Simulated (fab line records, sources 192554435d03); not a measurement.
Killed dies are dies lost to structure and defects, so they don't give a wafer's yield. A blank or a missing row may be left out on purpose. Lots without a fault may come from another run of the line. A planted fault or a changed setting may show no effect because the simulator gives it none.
A struck lot beside a sound one | flow n5_finfet | 16 steps out of a route of 1938
Sound: wafers L368.1, L368.4, L368.6. Struck: wafers L371.1, L371.3, L371.4. The cause comes at the end.
At each step with rows: each side's tool, then ch and its chambers, then its first start. Under that, the readings that differ: sound wafers | struck wafers | difference of the means | sigmas: that difference in standard deviations of wafers without a fault.
alike: readings whose means differ by less than 2 such deviations, and words and numbers that are the same on both sides. not compared: withheld readings, readings that some wafer has no value for, bounds like >300 that may hide the same value, and numbers for which the record gives no deviation and whose values overlap.
The two part at a step that has a row with sigmas, a row that says differs or no value, or rows on one side only. Numbers that don't overlap but have no deviation are shown without sigmas and don't part them. A reading that every wafer of one side lacks parts them only if that side has two wafers or more.

N5_MOL_CONTACT_COAG_ETCH_65: etches underlayer in N2/H2, target depth 13 nm, time 10.4 s.
  sound on rie_diel-06 ch 0,1,3, day 5 03:34; struck on rie_diel-01 ch 0,1,2, day 5 22:34
  alike: bias_w, drypump_motor_current_A, etch_rf_on_time_s, oes_product_au, rf_vpp_V, showerhead_plenum_p_Torr, throttle_valve_pct
  not compared: rf_hours_counter_h
then, 1 step without rows for these wafers: N5_MOL_CONTACT_COAG_ETCH_66 (etches SiARC in CF4, target depth 13 nm, time 21.7 s).
N5_MOL_CONTACT_COAG_ALD_133: deposits SiO2, target thk 5 nm, pulse time 1 s, co reactant pulse time 1 s.
  sound on ald_sin-04 ch 2,3, day 5 03:43; struck on ald_sin-01 ch 0,1,3, day 5 22:40
  alike: heater_power_w, precursor_pulse_height_rel
then, 1 step without rows for these wafers: N5_MOL_CONTACT_COAG_ETCHBACK_134 (etches SiO2 in CHF3, target depth 10 nm, time 6.7 s).
N5_MOL_CONTACT_COAG_ETCH_67: etches SOC in N2/H2, target depth 60 nm, overetch 21 nm, time 101.2 s.
  sound on rie_diel-06 ch 0,1,3, day 5 04:04; struck on rie_diel-06 ch 0,1,2, day 5 22:55
  alike: bias_w, drypump_motor_current_A, oes_product_au, rf_vpp_V, showerhead_plenum_p_Torr, throttle_valve_pct
  not compared: rf_hours_counter_h
then, 2 steps without rows for these wafers: N5_MOL_CONTACT_COAG_STRIP_68 (strips in N2/H2); N5_MOL_CONTACT_COAG_STRIP_69 (strips in N2/H2).
N5_MOL_CONTACT_COAG_ETCHBACK_136: etches SiO2 in CHF3, target depth 25 nm, time 16.7 s.
  sound on rie_diel-06 ch 0,1,3, day 5 04:10; struck on rie_diel-06 ch 0,1,2, day 5 23:00
  alike: CHF3_flow_sccm, bias_w, drypump_motor_current_A, oes_f_703_au, oes_product_au, rf_vpp_V, showerhead_plenum_p_Torr, throttle_valve_pct
  not compared: rf_hours_counter_h
then, 2 steps without rows for these wafers: N5_MOL_CONTACT_COAG_STRIP_120 (strips in CHF3); N5_MOL_CONTACT_COAG_VIA_ETCH_117 (etches SiO2 in C4F6/O2, target depth 40 nm, overetch 8 nm, time 26 s).
N5_MOL_CONTACT_COAG_ETCH_124: etches SiNx in CH3F/O2, stops on SiOC, target depth 6.5 nm.
  sound on rie_diel-06 ch 0,1,3, day 5 04:13; struck on rie_diel-06 ch 0,1,2, day 5 23:04
  alike: bias_w, drypump_motor_current_A, oes_f_703_au, oes_product_au, rf_vpp_V, showerhead_plenum_p_Torr, throttle_valve_pct
  not compared: rf_hours_counter_h
then, 1 step without rows for these wafers: N5_MOL_CONTACT_COAG_ETCH_48 (etches SiOC in C4F6/O2, target depth 15 nm, overetch 4.5 nm, time 17 s).
N5_MOL_CONTACT_COAG_STRIP_72: strips in N2/H2.
  sound on rie_diel-06 ch 0,1,3, day 5 04:19; struck on rie_diel-06 ch 0,1,2, day 5 23:10
  reading     | sound             | struck            | difference | sigmas
  power_w (W) | 448.5 450.3 452.2 | 421.9 423.6 422.6 | -27.6      | -20
  alike: drypump_motor_current_A, oes_product_au, rf_vpp_V, showerhead_plenum_p_Torr, throttle_valve_pct
  not compared: rf_hours_counter_h
then, 1 step without rows for these wafers: N5_MOL_CONTACT_COAG_STRIP_49 (strips in N2/H2, time 30 s).
-- the record jumps here: 3 days lie between the struck wafers' starts before and after (it left off in module MOL_CONTACT_COAG and takes up again in module BEOL_M4, whose first step shown is number 1111 of the route) --
N5_BEOL_M4_RC_MEAS_101:
  sound on prober-02 ch 0, day 8 04:49; struck on prober-02 ch 0, day 8 13:29
  alike: DIBL_N, DIBL_P, IOFF_N, IOFF_P, ION_N, ION_P, SS_N, SS_P, VT_N, VT_P
-- the record jumps here: 4 days lie between the struck wafers' starts before and after (it left off in module BEOL_M4 and takes up again in module PASSIVATION, whose first step shown is number 1936 of the route) --
N5_PASSIVATION_PROBE_49:
  sound on prober-01, day 13 01:52; struck on prober-02, day 13 00:25
  reading             | sound    | struck   | difference | sigmas
  killed_at_front_end | 50 56 61 | 25 36 40 | -22        | -2
  alike: defect_limited_yield, killed_at_M0_to_M3, killed_at_M4_up, killed_at_contacts, killed_at_other, killed_dies, killed_on_rim, killed_open, killed_short, sort_bin_5_function, sort_bin_6_memory, sort_n_pass, sort_yield_pct

WHERE THEY PART
First at N5_MOL_CONTACT_COAG_STRIP_72; last, within this record, at N5_PASSIVATION_PROBE_49.

WHY: what the simulator had put in
Process parameter drift: rie_diel-06, from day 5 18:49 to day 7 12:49, at N5_MOL_CONTACT_COAG_STRIP_72. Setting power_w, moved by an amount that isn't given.
